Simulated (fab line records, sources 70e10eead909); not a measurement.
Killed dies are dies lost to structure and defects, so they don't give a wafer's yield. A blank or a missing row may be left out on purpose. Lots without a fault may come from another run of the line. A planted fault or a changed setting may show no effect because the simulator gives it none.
A struck lot beside a sound one | flow nand_harc | 35 steps out of a route of 1302
Sound: wafers L505.1, L505.2, L505.4. Struck: wafers L507.1, L507.3. (L507.6 of the same lot was not struck and is left out.) The cause comes at the end.
At each step with rows: each side's tool, then ch and its chambers, then its first start. Under that, the readings that differ: sound wafers | struck wafers | difference of the means | sigmas: that difference in standard deviations of wafers without a fault.
alike: readings whose means differ by less than 2 such deviations, and words and numbers that are the same on both sides. not compared: withheld readings, readings that some wafer has no value for, bounds like >300 that may hide the same value, and numbers for which the record gives no deviation and whose values overlap.
The two part at a step that has a row with sigmas, a row that says differs or no value, or rows on one side only. Numbers that don't overlap but have no deviation are shown without sigmas and don't part them. A reading that every wafer of one side lacks parts them only if that side has two wafers or more.

first, 11 steps without rows for these wafers: NHARC_THIN_TSV_ETCH_44 (etches the open film in CF4/O2, target depth 1594.2 nm, time 797.1 s); NHARC_THIN_TSV_ETCH_15 (target depth 3000 nm, bosch target overetch cycles 2, bosch etch step 2.8 s); NHARC_THIN_TSV_STRIP_45 (strips in O2); NHARC_THIN_TSV_STRIP_46 (strips in post etch residue remover, time 1200 s); NHARC_THIN_TSV_DEP_47 (deposits SiO2, target thk 200 nm); NHARC_THIN_TSV_ETCHBACK_48 (etches the open film in C4F8/Ar, target depth 1028.5 nm, time 405.17 s); NHARC_THIN_TSV_STRIP_62 (strips in N2/H2, time 20 s); NHARC_THIN_TSV_DEGAS_49 (time 120 s); NHARC_THIN_TSV_PRE_CLEAN_50 (time 30 s); NHARC_THIN_TSV_PVD_19 (deposits TaN, target thk 20 nm); NHARC_THIN_TSV_PVD_51 (deposits Cu, target thk 100 nm).
NHARC_THIN_TSV_ECD_20: material Cu, target thk 2000 nm.
  sound on ecd_cu-01 ch 0,1, day 27 19:33; struck on ecd_cu-01 ch 1, day 28 07:58
then, 22 steps without rows for these wafers: NHARC_THIN_TSV_ANNEAL_52 (time 90 s); NHARC_THIN_TSV_CMP_21 (polishes, t overpolish 30 s, target thk 2000 nm); NHARC_THIN_TSV_SRD_23; NHARC_THIN_TSV_DEGAS_53 (time 60 s); NHARC_THIN_TSV_PRE_CLEAN_54 (time 30 s); NHARC_THIN_TSV_PVD_55 (deposits TiN, target thk 50 nm); NHARC_THIN_TSV_PVD_24 (deposits Al, target thk 800 nm); NHARC_THIN_TSV_DEHYDRATE_25 (time 120 s); NHARC_THIN_TSV_HMDS_26 (time 30 s); NHARC_THIN_TSV_COAT_27; NHARC_THIN_TSV_SOFTBAKE_28 (time 95 s); NHARC_THIN_TSV_EBR_29; NHARC_THIN_TSV_EXPOSE_30 (exposes mask PAD); NHARC_THIN_TSV_PEB_31 (peb time 85 s); NHARC_THIN_TSV_DEVELOP_32 (time 70 s); NHARC_THIN_TSV_HARDBAKE_34 (time 80 s); NHARC_THIN_TSV_DESCUM_35 (chemistry O2, time 3 s); NHARC_THIN_TSV_ETCH_59 (etches the open film in Cl2/BCl3, target depth 880 nm, time 138.1 s); NHARC_THIN_TSV_ETCH_36 (etches the open film in Cl2/BCl3, target depth 65 nm, time 18.571 s); NHARC_THIN_TSV_STRIP_56 (strips in O2); NHARC_THIN_TSV_STRIP_57 (strips in post etch residue remover, time 1200 s); NHARC_THIN_TSV_ANNEAL_58 (time 1800 s).
NHARC_END_SORT_01:
  sound on prober-02 ch 0, day 28 08:28; struck on prober-02 ch 0, day 28 19:47
  reading                  | sound          | struck  | difference | sigmas
  defect_limited_yield (%) | 90.8 91.3 91.6 | 0 0     | -91        | -36
  killed_at_other          | 1 0 0          | 623 631 | +627       | +99 or more
  killed_dies              | 62 59 57       | 677 677 | +618       | +36
  alike: killed_at_array, killed_at_periphery, killed_open, killed_short

WHERE THEY PART
Only at NHARC_END_SORT_01, within this record.

WHY: what the simulator had put in
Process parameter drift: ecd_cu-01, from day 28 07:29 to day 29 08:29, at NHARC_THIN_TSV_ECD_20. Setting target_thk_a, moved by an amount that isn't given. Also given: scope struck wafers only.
